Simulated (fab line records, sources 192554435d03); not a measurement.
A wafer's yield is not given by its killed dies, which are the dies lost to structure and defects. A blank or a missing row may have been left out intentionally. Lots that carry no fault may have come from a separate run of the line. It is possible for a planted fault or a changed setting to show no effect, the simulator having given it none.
Chamber matching / flow n5_finfet / rie_diel-04 running N5_BEOL_M13_ETCH_38: 4 sister chambers
The step etches SiCN in CF4/N2, target depth 67.5 nm, time 71.9 s. 22 wafers are shown with their chamber, then 10 later ones without.

## WAFERS PAIRED WITH THEIR CHAMBERS
wafer=L074.1; chamber=2; showerhead_plenum_p_Torr (Torr)=2.26; drypump_motor_current_A (A)=4.9; oes_product_au (a.u.)=0.89
wafer=L074.4; chamber=3; showerhead_plenum_p_Torr (Torr)=2.17; drypump_motor_current_A (A)=5.3; oes_product_au (a.u.)=0.66
wafer=L074.6; chamber=1; showerhead_plenum_p_Torr (Torr)=2.29; drypump_motor_current_A (A)=5.0; oes_product_au (a.u.)=0.71
wafer=L078.1; chamber=2; showerhead_plenum_p_Torr (Torr)=2.25; drypump_motor_current_A (A)=5.0; oes_product_au (a.u.)=0.89
wafer=L078.2; chamber=1; showerhead_plenum_p_Torr (Torr)=2.29; drypump_motor_current_A (A)=5.0; oes_product_au (a.u.)=0.71
wafer=L078.4; chamber=0; showerhead_plenum_p_Torr (Torr)=2.28; drypump_motor_current_A (A)=5.5; oes_product_au (a.u.)=0.72
wafer=L079.1; chamber=2; showerhead_plenum_p_Torr (Torr)=2.25; drypump_motor_current_A (A)=5.0; oes_product_au (a.u.)=0.88
wafer=L079.4; chamber=3; showerhead_plenum_p_Torr (Torr)=2.17; drypump_motor_current_A (A)=5.3; oes_product_au (a.u.)=0.97
wafer=L079.6; chamber=2; showerhead_plenum_p_Torr (Torr)=2.25; drypump_motor_current_A (A)=5.0; oes_product_au (a.u.)=0.88
wafer=L080.2; chamber=3; showerhead_plenum_p_Torr (Torr)=2.17; drypump_motor_current_A (A)=5.4; oes_product_au (a.u.)=0.97
wafer=L080.3; chamber=0; showerhead_plenum_p_Torr (Torr)=2.28; drypump_motor_current_A (A)=5.5; oes_product_au (a.u.)=0.72
wafer=L080.4; chamber=2; showerhead_plenum_p_Torr (Torr)=2.25; drypump_motor_current_A (A)=5.0; oes_product_au (a.u.)=0.88
wafer=L083.2; chamber=2; showerhead_plenum_p_Torr (Torr)=2.25; drypump_motor_current_A (A)=5.0; oes_product_au (a.u.)=0.86
wafer=L083.5; chamber=2; showerhead_plenum_p_Torr (Torr)=2.25; drypump_motor_current_A (A)=4.9; oes_product_au (a.u.)=0.86
wafer=L083.6; chamber=1; showerhead_plenum_p_Torr (Torr)=2.29; drypump_motor_current_A (A)=5.0; oes_product_au (a.u.)=0.71
wafer=L084.1; chamber=2; showerhead_plenum_p_Torr (Torr)=2.25; drypump_motor_current_A (A)=4.9; oes_product_au (a.u.)=0.86
wafer=L084.3; chamber=1; showerhead_plenum_p_Torr (Torr)=2.29; drypump_motor_current_A (A)=5.0; oes_product_au (a.u.)=0.70
wafer=L084.5; chamber=2; showerhead_plenum_p_Torr (Torr)=2.25; drypump_motor_current_A (A)=4.9; oes_product_au (a.u.)=0.85
wafer=L086.1; chamber=0; showerhead_plenum_p_Torr (Torr)=2.28; drypump_motor_current_A (A)=5.5; oes_product_au (a.u.)=0.71
wafer=L086.2; chamber=1; showerhead_plenum_p_Torr (Torr)=2.29; drypump_motor_current_A (A)=5.0; oes_product_au (a.u.)=0.70
wafer=L086.3; chamber=3; showerhead_plenum_p_Torr (Torr)=2.16; drypump_motor_current_A (A)=5.4; oes_product_au (a.u.)=0.93
wafer=L087.1; chamber=3; showerhead_plenum_p_Torr (Torr)=2.16; drypump_motor_current_A (A)=5.4; oes_product_au (a.u.)=0.92

SIGNATURES (means of the wafers above)
reading=showerhead_plenum_p_Torr; chamber 0=2.2800; chamber 1=2.2900; chamber 2=2.2511; chamber 3=2.1660; scatter within a chamber=0.00341
reading=drypump_motor_current_A; chamber 0=5.500; chamber 1=5.000; chamber 2=4.956; chamber 3=5.360; scatter within a chamber=0.0436
reading=oes_product_au; chamber 0=0.7167; chamber 1=0.7060; chamber 2=0.8722; chamber 3=0.8900; scatter within a chamber=0.0624
Rule: a wafer lies at a distance from a chamber equal to the root of the sum of squares, over the readings, of (its reading less the chamber's mean, divided by the reading's scatter). The wafer belongs to the nearest chamber; if the next one is less than 2 further off, it can't be placed. The scatter: the root of (the sum of the squares of (reading less its chamber's mean) over the shown wafers, divided by (wafers less chambers)).

## WAFERS WITH NO CHAMBER GIVEN
wafer=L087.2; showerhead_plenum_p_Torr (Torr)=2.25; drypump_motor_current_A (A)=5.0; oes_product_au (a.u.)=0.85
wafer=L087.5; showerhead_plenum_p_Torr (Torr)=2.16; drypump_motor_current_A (A)=5.3; oes_product_au (a.u.)=0.92
wafer=L092.2; showerhead_plenum_p_Torr (Torr)=2.28; drypump_motor_current_A (A)=5.0; oes_product_au (a.u.)=0.69
wafer=L092.4; showerhead_plenum_p_Torr (Torr)=2.24; drypump_motor_current_A (A)=4.9; oes_product_au (a.u.)=0.83
wafer=L092.5; showerhead_plenum_p_Torr (Torr)=2.27; drypump_motor_current_A (A)=5.4; oes_product_au (a.u.)=0.70
wafer=L093.2; showerhead_plenum_p_Torr (Torr)=2.24; drypump_motor_current_A (A)=5.0; oes_product_au (a.u.)=0.84
wafer=L093.4; showerhead_plenum_p_Torr (Torr)=2.28; drypump_motor_current_A (A)=5.0; oes_product_au (a.u.)=0.70
wafer=L093.6; showerhead_plenum_p_Torr (Torr)=2.16; drypump_motor_current_A (A)=5.4; oes_product_au (a.u.)=0.91
wafer=L097.1; showerhead_plenum_p_Torr (Torr)=2.28; drypump_motor_current_A (A)=5.0; oes_product_au (a.u.)=0.68
wafer=L097.6; showerhead_plenum_p_Torr (Torr)=2.28; drypump_motor_current_A (A)=5.0; oes_product_au (a.u.)=0.69

## THE CHAMBER EACH PASSED THROUGH
wafer=L087.2; from the rows above=2; in truth=2
wafer=L087.5; from the rows above=3; in truth=3
wafer=L092.2; from the rows above=1; in truth=1
wafer=L092.4; from the rows above=2; in truth=2
wafer=L092.5; from the rows above=0; in truth=0
wafer=L093.2; from the rows above=2; in truth=2
wafer=L093.4; from the rows above=1; in truth=1
wafer=L093.6; from the rows above=3; in truth=3
wafer=L097.1; from the rows above=1; in truth=1
wafer=L097.6; from the rows above=1; in truth=1
Correct placement for 10 of the 10. Can't be placed from these rows: 0. Placed wrongly: 0.
